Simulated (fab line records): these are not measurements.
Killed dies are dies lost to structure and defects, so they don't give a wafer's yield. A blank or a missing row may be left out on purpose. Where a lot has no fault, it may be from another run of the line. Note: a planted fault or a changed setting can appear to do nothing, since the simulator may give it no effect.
Split-lot trial | flow n5 finfet | route with 1938 steps; 7 lots, 21 wafers read

THE SPLIT
At N5_BEOL_M6_ILD_DEP_00 (deposits SiCOH lowk from DEMS/porogen, target thk 179.75 nm, time 33.4 s), the setting time s was moved away from the recipe's 33.4 s on 7 of the 21 wafers read, by -7.5% to +13.3%. The other wafers ran this setting at the recipe's value.

FROM SPLIT TO READING: 1 step shown by the file between the two
- N5_BEOL_M6_CURE_74: cures SiCOH lowk, time 240 s

THE READING
Values of M6_ILD_THK in nm from N5_BEOL_M6_THK_MEAS_01. A value of 155.4 nm with a standard deviation of 1.8 nm is what fault-free wafers of this fab line usually give.

wafer  | tool, chamber at the split | time s as run, s | against the recipe | M6_ILD_THK, nm | against lot-mates on the recipe
L074.1 | pecvd-01, 2                | 33.4             | recipe             | 154.0          | -
L074.4 | pecvd-01, 2                | 33.4             | recipe             | 156.9          | -
L074.5 | pecvd-01, 1                | 33.4             | recipe             | 154.7          | -
L080.1 | pecvd-01, 0                | 33.4             | recipe             | 153.5          | -
L080.3 | pecvd-01, 1                | 36.76            | +10.1%             | 167.9          | +12.5
L080.5 | pecvd-01, 0                | 33.4             | recipe             | 157.3          | -
L079.3 | pecvd-02, 1                | 33.4             | recipe             | 154.4          | -
L079.4 | pecvd-02, 0                | 33.4             | recipe             | 156.6          | -
L079.5 | pecvd-02, 2                | 30.91            | -7.5%              | 147.0          | -8.5
L082.2 | pecvd-02, 1                | 37.11            | +11.1%             | 172.2          | +16.5
L082.4 | pecvd-02, 2                | 37.11            | +11.1%             | 175.8          | +20.1
L082.6 | pecvd-02, 1                | 33.4             | recipe             | 155.7          | -
L083.2 | pecvd-01, 1                | 33.4             | recipe             | 155.1          | -
L083.4 | pecvd-01, 0                | 33.4             | recipe             | 157.4          | -
L083.6 | pecvd-01, 1                | 33.4             | recipe             | 153.5          | -
L088.2 | pecvd-01, 2                | 37.03            | +10.9%             | 170.3          | +12.3
L088.3 | pecvd-01, 0                | 37.03            | +10.9%             | 171.6          | +13.6
L088.4 | pecvd-01, 0                | 33.4             | recipe             | 158.0          | -
L095.2 | pecvd-03, 1                | 37.85            | +13.3%             | 171.1          | +16.2
L095.3 | pecvd-03, 2                | 33.4             | recipe             | 153.1          | -
L095.6 | pecvd-03, 1                | 33.4             | recipe             | 156.6          | -

FIT RESULTS
A straight line over all 21 wafers: M6_ILD_THK changes by +1.38 nm for each +1% of time s; r = +0.97; the points scatter about the line by 2 nm.
The same after taking each lot's own level away (the mean of its wafers on the recipe; 21 wafers): +1.33 nm for each +1%; r = +0.97; scatter 1.9 nm.
Per that fit: largest time s move, reading shift of 18 nm.
From 154.85 to 158.00 nm: that is the span of the lots' own levels, equal to 1.8 times the standard deviation above.
So the lot-to-lot level changes the slope little: the two slopes agree.
Check: +18.3 nm against its lot-mates is what the line predicts for one of the wafers moved furthest among these (+13.3%) when that wafer is left out of the fit. Against them it came out at +16.2 nm.

OTHER SPLITS APPLIED TO THESE WAFERS
Note: prior to the reading, these wafers also went through further splits. Each is held against what the fit with the lots' levels taken away leaves over:
other split on the same wafers | wafers away from the commonest value | r with M6_ILD_THK (lot level and that fit taken away)
N5_BEOL_M2_COAT_62 spin rpm    | 3                                    | -0.22
N5_BEOL_M2_DESCUM_33 time s    | 8                                    | +0.18
N5_BEOL_M2_ETCH_70 source w    | 9                                    | +0.03
N5_BEOL_M4_DEP_57 time s       | 7                                    | +0.25
N5_BEOL_M5_ETCH_72 source w    | 3                                    | +0.29

THE WHOLE CHAIN: every reading that the file lists as answering this split, in the file's order
step                   | what it does                                                             | reading                                                                                  | change (the file's fit)              | r (the file's)
N5_BEOL_M6_ILD_DEP_00  | deposits SiCOH lowk from DEMS/porogen, target thk 179.75 nm, time 33.4 s | SiCOH_lowk_of_BEOL_M6_ILD_DEP_00.thk nm (the simulator's own value, which no gauge read) | +1.48 nm for each +1% of the setting | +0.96
N5_BEOL_M6_CURE_74     | cures SiCOH lowk, time 240 s                                             | SiCOH_lowk_of_BEOL_M6_ILD_DEP_00.thk nm (the simulator's own value, which no gauge read) | +1.3 nm for each +1% of the setting  | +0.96
N5_BEOL_M6_THK_MEAS_01 |                                                                          | M6_ILD_THK                                                                               | +1.3 for each +1% of the setting     | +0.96

FILE'S OWN FIT
M6_ILD_THK changes by +1.3 nm for each +1% of time s, r = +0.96.
